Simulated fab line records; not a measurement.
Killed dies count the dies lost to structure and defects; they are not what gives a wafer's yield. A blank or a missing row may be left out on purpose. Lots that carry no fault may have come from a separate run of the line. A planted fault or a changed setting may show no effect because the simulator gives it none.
Problem report in the 8D (eight disciplines) form, filled by code -- flow n5Finfet -- the parts of the form that need people (team, actions taken, sign-off) are left out

1. WHAT IS WRONG
At N5_BEOL_M0_INSPECT_127, rawDefectCount averages 3545 over 3 wafers from 3 lots, while fault-free wafers read 69, standard deviation 28. So: +99 or more standard deviations from the usual mean.
The step: inspects for defects (darkfield).
Earliest sighting: wafer L221.6 on defectInspect-01 at day 8 22:28. The record holds 27 wafers of 10 lots with a number at this step. By rule, "out" or "out of limits" means more than 4 standard deviations away from the usual mean. All remaining wafers that have a number are taken as sound.

2. WHAT IT IS; WHAT IT IS NOT
question,is,is not
which readings at this step,rawDefectCount,-
which lots,"L221, L224, L225","L210, L213, L215, L226, L227, L228, L230"
which wafers of those lots,"L221.6, L224.6, L225.6","L221.3, L221.5, L224.5, L225.5"
read on which gauges,defectInspect-01,defectInspect-02
when,from day 8 22:28,"up to then (11 sound wafers); but 13 sound wafers of L224, L225, L226, L227, L228, L230 came after"

3. SUSPECTS, AND WHAT RULES EACH OUT
Counting: a tool at a process step up to the reading stays a suspect if it ran every lot that is out. Sound lots after the first of them don't rule it out here, since some wafers of a struck lot are sound.
- the gauge at N5_BEOL_M0_INSPECT_127 has been ruled out. All the wafers that are out were read on defectInspect-01, but those of them that N5_BEOL_M0_CMP_120 has rows for are out there too, on other tools.
- cmp-02 at N5_BEOL_M0_CMP_120 (polishes, stops on SiOC, t overpolish 6.9 s): kept. Every lot that is out went through it, the first being L221 (day 8 21:52); the last sound lot it ran before that was L215 (day 7 13:13). Its own readings are out on those wafers: barrierFieldEndpointS, timeToEndpointS.
The count leaves cmp-02 at N5_BEOL_M0_CMP_120.

4. THE CAUSE (what the simulator had put in)
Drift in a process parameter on cmp-02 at N5_BEOL_M0_CMP_120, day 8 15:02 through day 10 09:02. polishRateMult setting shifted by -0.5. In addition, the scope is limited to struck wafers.
Only this tool survived the counting.

5. THE CHAIN OF EFFECTS, in route order
Each row: a reading whose mean over the struck wafers that have a number lies more than 3 standard deviations from the usual. Only readings whose record carries a usual standard deviation are examined. hours: median over the lots of the time between each lot's start at the first step of this table that gives one and its start at this step. sigmas: the change, counted in usual standard deviations.
hours,step,reading,usual,on struck wafers,change,sigmas
0,N5_BEOL_M0_CMP_120,barrierFieldEndpointS,3.60 s,7.40,+3.80,+32
0,N5_BEOL_M0_CMP_120,timeToEndpointS,60.6 s,81.5,+20.9,+8.4
0,N5_BEOL_M0_INSPECT_127,rawDefectCount,69,3545,+3476,+99 or more
194,N5_PASSIVATION_PROBE_49,defectLimitedYield,91.2 %,0.0,-91.2,-65
194,N5_PASSIVATION_PROBE_49,killed_at_M0_to_M3,34,1128,+1094,+99 or more
194,N5_PASSIVATION_PROBE_49,killedDies,103,1180,+1077,+63
194,N5_PASSIVATION_PROBE_49,killedOnRim,14,152,+138,+39
194,N5_PASSIVATION_PROBE_49,sortNPass,1077,0,-1077,-63
194,N5_PASSIVATION_PROBE_49,sortYieldPct,91.2 %,0.0,-91.2,-65
The process steps in it:
- N5_BEOL_M0_CMP_120: polishes, stops on SiOC, t overpolish 6.9 s.
- N5_PASSIVATION_PROBE_49

6. WHAT WOULD HAVE CAUGHT IT SOONER
7 hours passed between the start of the fault at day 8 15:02 and the first reading out of limits at a measuring or inspecting step in this record, taken at day 8 22:28.
The tool's own readings at N5_BEOL_M0_CMP_120 were out on every struck wafer that the step has a row for (barrierFieldEndpointS, timeToEndpointS): an alarm limit on them would have fired on the first of those.
Of the lots that are out (3), L225, L224 began N5_BEOL_M0_CMP_120 on cmp-02 after day 8 22:28. A hold on the tool at that time would have spared those 2.
